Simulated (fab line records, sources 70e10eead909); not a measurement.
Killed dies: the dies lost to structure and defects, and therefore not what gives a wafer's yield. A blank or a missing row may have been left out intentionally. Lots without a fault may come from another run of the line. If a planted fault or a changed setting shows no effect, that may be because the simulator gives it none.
Chamber matching | flow nand-harc | 4 sister chambers for NHARC_P_CONTACT_CMP_24 on cmp-01
The step polishes, t overpolish 30 s, target thk 200 nm. 27 wafers are shown with their chamber, then 12 later ones without.

== WAFERS, EACH WITH ITS CHAMBER ==
wafer  | chamber | motor-current-A (A) | overpolish-run-s (s) | time-to-endpoint-s (s)
L075.1 | 1       | 10.6                | 30.008               | 36.0
L075.2 | 3       | 11.0                | 29.980               | 36.9
L075.3 | 2       | 11.7                | 29.995               | 36.7
L075.4 | 0       | 9.9                 | 30.002               | 38.0
L075.5 | 2       | 12.9                | 29.998               | 38.9
L075.6 | 1       | 10.9                | 29.994               | 37.4
L079.1 | 2       | 13.0                | 29.997               | 40.3
L079.2 | 3       | 11.6                | 30.000               | 40.1
L079.4 | 0       | 10.4                | 29.994               | 39.3
L079.3 | 1       | 10.9                | 30.004               | 36.4
L079.5 | 0       | 10.3                | 29.999               | 40.8
L079.6 | 1       | 10.9                | 29.995               | 36.8
L080.1 | 0       | 10.6                | 30.004               | 41.9
L080.3 | 3       | 11.8                | 29.982               | 38.7
L080.6 | 1       | 11.2                | 30.006               | 39.8
L082.2 | 2       | 12.3                | 29.996               | 36.7
L082.4 | 1       | 11.2                | 30.011               | 37.7
L082.6 | 2       | 12.2                | 29.994               | 36.8
L088.4 | 0       | 10.4                | 29.989               | 43.0
L088.5 | 2       | 12.5                | 30.007               | 39.8
L088.6 | 1       | 10.9                | 29.990               | 37.5
L089.3 | 1       | 10.8                | 29.998               | 36.9
L089.5 | 1       | 10.8                | 29.988               | 37.6
L089.6 | 2       | 12.3                | 29.985               | 35.8
L094.2 | 3       | 11.9                | 29.989               | 35.5
L094.4 | 0       | 10.3                | 30.004               | 36.3
L094.6 | 1       | 10.9                | 30.013               | 35.0

SIGNATURES (averages over the wafers above)
reading            | chamber 0 | chamber 1 | chamber 2 | chamber 3 | scatter within a chamber
motor-current-A    | 10.317    | 10.910    | 12.414    | 11.575    | 0.31
overpolish-run-s   | 29.99867  | 30.00070  | 29.99600  | 29.98775  | 0.00777
time-to-endpoint-s | 39.883    | 37.110    | 37.857    | 37.800    | 1.83
Rule: a wafer lies at a distance from a chamber equal to the root of the sum of squares, over the readings, of (its reading less the chamber's mean, divided by the reading's scatter). If the next closest chamber is less than 2 further off than the closest, the wafer can't be placed; otherwise it belongs to the closest. The scatter: take each reading less its chamber's mean, square it, sum over the shown wafers, divide by the number of wafers less the number of chambers, and take the root.

== WAFERS WHOSE CHAMBER IS MISSING ==
wafer  | motor-current-A (A) | overpolish-run-s (s) | time-to-endpoint-s (s)
L096.1 | 10.4                | 29.988               | 40.6
L096.2 | 12.3                | 30.016               | 38.2
L096.3 | 12.2                | 29.990               | 39.1
L096.4 | 10.5                | 30.013               | 35.9
L096.5 | 10.5                | 30.000               | 39.4
L096.6 | 10.8                | 30.001               | 36.8
L097.1 | 11.6                | 30.001               | 40.5
L097.3 | 10.9                | 29.994               | 37.4
L097.5 | 10.7                | 29.991               | 37.8
L097.2 | 12.5                | 29.996               | 40.5
L097.4 | 10.5                | 29.999               | 39.0
L097.6 | 12.2                | 29.999               | 39.4

== WHICH CHAMBER EACH WENT THROUGH ==
wafer  | from the rows above               | in truth
L096.1 | can't be placed: 0 or 1           | 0
L096.2 | can't be placed: 2 or 3           | 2
L096.3 | can't be placed: 2 or 3           | 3
L096.4 | can't be placed: 1 or 0           | 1
L096.5 | can't be placed: 0 or 1           | 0
L096.6 | can't be placed: 1 or 0           | 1
L097.1 | can't be placed: 3 or 1 or 2 or 0 | 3
L097.3 | can't be placed: 1 or 3 or 0      | 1
L097.5 | can't be placed: 1 or 0 or 3      | 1
L097.2 | 2                                 | 2
L097.4 | can't be placed: 0 or 1           | 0
L097.6 | can't be placed: 2 or 3           | 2
Correctly placed: 1 of 12. Unplaceable from these rows: 11, with the true chamber sitting among the candidates in 11. 0 placed wrongly.
